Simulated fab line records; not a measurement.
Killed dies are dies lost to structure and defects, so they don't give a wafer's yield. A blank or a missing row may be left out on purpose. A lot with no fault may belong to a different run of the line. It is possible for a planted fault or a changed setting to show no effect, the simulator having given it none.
Lot-split experiment || flow n5Finfet || 21 wafers read across 7 lots, on a route 1938 steps long

THE SPLIT ITSELF
At N5_BEOL_M11_COAT_59 (time 60 s, resist thk 100 nm), the setting spinRpm was moved away from the recipe's 1500 rpm on 9 of the 21 wafers read, by -8.3% to +7.7%. This setting was run at the recipe's value on the other wafers.

FROM THE SPLIT TO THE READING: what the file shows between them, 7 steps
- N5_BEOL_M11_COAT_60: time 60 s, resist thk 30 nm
- N5_BEOL_M11_COAT_05: resist thk 90 nm
- N5_BEOL_M11_DESCUM_16: chemistry O2, time 7.9 s
- N5_BEOL_M11_ETCH_61: etches SiARC in CF4, target depth 39 nm, time 65 s
- N5_BEOL_M11_ETCH_62: etches SOC in N2/H2, target depth 110 nm, overetch 22 nm, time 165 s
- N5_BEOL_M11_STRIP_68: strips in N2/H2
- N5_BEOL_M11_STRIP_67: strips in CF4

THE READING
SOC_of_BEOL_M11_COAT_59.thkNm (the simulator's own value, which no gauge read), in nm, at N5_BEOL_M11_HM_OPEN_17 (chemistry Cl2/BCl3, target TiN, target depth 20 nm, overetch 6 nm). No usual value for it is given in the file. Average 92.0 nm, standard deviation 0.39 nm, over the 12 wafers here run with the recipe.

{"wafer": "L085.2", "tool, chamber at the split": "lithoTrack-01, 0", "spinRpm as run, rpm": 1500, "against the recipe": "recipe", "SOC_of_BEOL_M11_COAT_59.thkNm, nm": 91.8, "against lot-mates on the recipe": "-"}
{"wafer": "L085.6", "tool, chamber at the split": "lithoTrack-01, 0", "spinRpm as run, rpm": 1500, "against the recipe": "recipe", "SOC_of_BEOL_M11_COAT_59.thkNm, nm": 91.8, "against lot-mates on the recipe": "-"}
{"wafer": "L085.4", "tool, chamber at the split": "lithoTrack-01, 0", "spinRpm as run, rpm": 1500, "against the recipe": "recipe", "SOC_of_BEOL_M11_COAT_59.thkNm, nm": 92, "against lot-mates on the recipe": "-"}
{"wafer": "L090.2", "tool, chamber at the split": "lithoTrack-02, 0", "spinRpm as run, rpm": 1500, "against the recipe": "recipe", "SOC_of_BEOL_M11_COAT_59.thkNm, nm": 92.6, "against lot-mates on the recipe": "-"}
{"wafer": "L090.3", "tool, chamber at the split": "lithoTrack-02, 0", "spinRpm as run, rpm": 1375, "against the recipe": "-8.3%", "SOC_of_BEOL_M11_COAT_59.thkNm, nm": 97.2, "against lot-mates on the recipe": "+4.4"}
{"wafer": "L090.5", "tool, chamber at the split": "lithoTrack-02, 0", "spinRpm as run, rpm": 1500, "against the recipe": "recipe", "SOC_of_BEOL_M11_COAT_59.thkNm, nm": 93, "against lot-mates on the recipe": "-"}
{"wafer": "L091.1", "tool, chamber at the split": "lithoTrack-05, 0", "spinRpm as run, rpm": 1592, "against the recipe": "+6.1%", "SOC_of_BEOL_M11_COAT_59.thkNm, nm": 88.8, "against lot-mates on the recipe": "no lot-mate on the recipe"}
{"wafer": "L091.3", "tool, chamber at the split": "lithoTrack-05, 0", "spinRpm as run, rpm": 1592, "against the recipe": "+6.1%", "SOC_of_BEOL_M11_COAT_59.thkNm, nm": 88.8, "against lot-mates on the recipe": "no lot-mate on the recipe"}
{"wafer": "L091.6", "tool, chamber at the split": "lithoTrack-05, 0", "spinRpm as run, rpm": 1592, "against the recipe": "+6.1%", "SOC_of_BEOL_M11_COAT_59.thkNm, nm": 88.6, "against lot-mates on the recipe": "no lot-mate on the recipe"}
{"wafer": "L092.1", "tool, chamber at the split": "lithoTrack-01, 0", "spinRpm as run, rpm": 1616, "against the recipe": "+7.7%", "SOC_of_BEOL_M11_COAT_59.thkNm, nm": 88.4, "against lot-mates on the recipe": -3.4}
{"wafer": "L092.5", "tool, chamber at the split": "lithoTrack-01, 0", "spinRpm as run, rpm": 1500, "against the recipe": "recipe", "SOC_of_BEOL_M11_COAT_59.thkNm, nm": 91.8, "against lot-mates on the recipe": "-"}
{"wafer": "L092.6", "tool, chamber at the split": "lithoTrack-01, 0", "spinRpm as run, rpm": 1616, "against the recipe": "+7.7%", "SOC_of_BEOL_M11_COAT_59.thkNm, nm": 88.2, "against lot-mates on the recipe": -3.6}
{"wafer": "L094.2", "tool, chamber at the split": "lithoTrack-02, 0", "spinRpm as run, rpm": 1593, "against the recipe": "+6.2%", "SOC_of_BEOL_M11_COAT_59.thkNm, nm": 89.8, "against lot-mates on the recipe": -2.4}
{"wafer": "L094.3", "tool, chamber at the split": "lithoTrack-02, 0", "spinRpm as run, rpm": 1500, "against the recipe": "recipe", "SOC_of_BEOL_M11_COAT_59.thkNm, nm": 92.2, "against lot-mates on the recipe": "-"}
{"wafer": "L094.5", "tool, chamber at the split": "lithoTrack-02, 0", "spinRpm as run, rpm": 1593, "against the recipe": "+6.2%", "SOC_of_BEOL_M11_COAT_59.thkNm, nm": 89.2, "against lot-mates on the recipe": -3.0}
{"wafer": "L095.1", "tool, chamber at the split": "lithoTrack-01, 0", "spinRpm as run, rpm": 1500, "against the recipe": "recipe", "SOC_of_BEOL_M11_COAT_59.thkNm, nm": 91.8, "against lot-mates on the recipe": "-"}
{"wafer": "L095.2", "tool, chamber at the split": "lithoTrack-01, 0", "spinRpm as run, rpm": 1586, "against the recipe": "+5.7%", "SOC_of_BEOL_M11_COAT_59.thkNm, nm": 89, "against lot-mates on the recipe": -2.9}
{"wafer": "L095.5", "tool, chamber at the split": "lithoTrack-01, 0", "spinRpm as run, rpm": 1500, "against the recipe": "recipe", "SOC_of_BEOL_M11_COAT_59.thkNm, nm": 92, "against lot-mates on the recipe": "-"}
{"wafer": "L096.2", "tool, chamber at the split": "lithoTrack-01, 0", "spinRpm as run, rpm": 1500, "against the recipe": "recipe", "SOC_of_BEOL_M11_COAT_59.thkNm, nm": 91.8, "against lot-mates on the recipe": "-"}
{"wafer": "L096.5", "tool, chamber at the split": "lithoTrack-01, 0", "spinRpm as run, rpm": 1500, "against the recipe": "recipe", "SOC_of_BEOL_M11_COAT_59.thkNm, nm": 91.8, "against lot-mates on the recipe": "-"}
{"wafer": "L096.6", "tool, chamber at the split": "lithoTrack-01, 0", "spinRpm as run, rpm": 1500, "against the recipe": "recipe", "SOC_of_BEOL_M11_COAT_59.thkNm, nm": 91.6, "against lot-mates on the recipe": "-"}

FIT RESULTS
A straight line over all 21 wafers: SOC_of_BEOL_M11_COAT_59.thkNm changes by -0.523 nm for each +1% of spinRpm; r = -0.98; the points scatter about the line by 0.44 nm.
The same after taking each lot's own level away (the mean of its wafers on the recipe; 18 wafers): -0.477 nm for each +1%; r = -0.99; scatter 0.21 nm.
On that fit, the largest move of spinRpm shifts the reading by 4 nm.
Across the lots, their own levels run from 91.73 to 92.80 nm, a range of 2.8 times the standard deviation given above.
Consequently the slope shifts little with the lot-to-lot level, the two slopes agreeing.
Check: with one of the wafers moved furthest among these (-8.3%) left out of the fit, the line predicts +3.78 nm for it against its lot-mates. Against them it came out at +4.4 nm.

ADDITIONAL SPLITS CARRIED BY THESE WAFERS
Before the reading, these wafers also passed through other splits. Each is held against what the fit with the lots' levels taken away leaves over:
{"other split on the same wafers": "N5_BEOL_M9_TRENCH_ETCH_37 sourceW", "wafers away from the commonest value": 5, "r with SOC_of_BEOL_M11_COAT_59.thkNm (lot level and that fit taken away)": "+0.31"}
{"other split on the same wafers": "N5_BEOL_M11_PECVD_70 tempC", "wafers away from the commonest value": 11, "r with SOC_of_BEOL_M11_COAT_59.thkNm (lot level and that fit taken away)": -0.18}

THE WHOLE CHAIN: every reading that the file lists as answering this split, in the file's order
{"step": "N5_BEOL_M11_COAT_59", "what it does": "time 60 s, resist thk 100 nm", "reading": "SOC_of_BEOL_M11_COAT_59.thkNm (the simulator's own value, which no gauge read)", "change (the file's fit)": "-0.486 nm for each +1% of the setting", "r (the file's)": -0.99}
{"step": "N5_BEOL_M11_ETCH_62", "what it does": "etches SOC in N2/H2, target depth 110 nm, overetch 22 nm, time 165 s", "reading": "etch.depthNm (the simulator's own value, which no gauge read)", "change (the file's fit)": "-0.48 nm for each +1% of the setting", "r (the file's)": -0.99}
{"step": "N5_BEOL_M11_HM_OPEN_17", "what it does": "chemistry Cl2/BCl3, target TiN, target depth 20 nm, overetch 6 nm", "reading": "SOC_of_BEOL_M11_COAT_59.thkNm (the simulator's own value, which no gauge read)", "change (the file's fit)": "-0.484 nm for each +1% of the setting", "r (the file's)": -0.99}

THE FILE'S OWN FIT
SOC_of_BEOL_M11_COAT_59.thkNm changes by -0.484 nm for each +1% of spinRpm, r = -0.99.
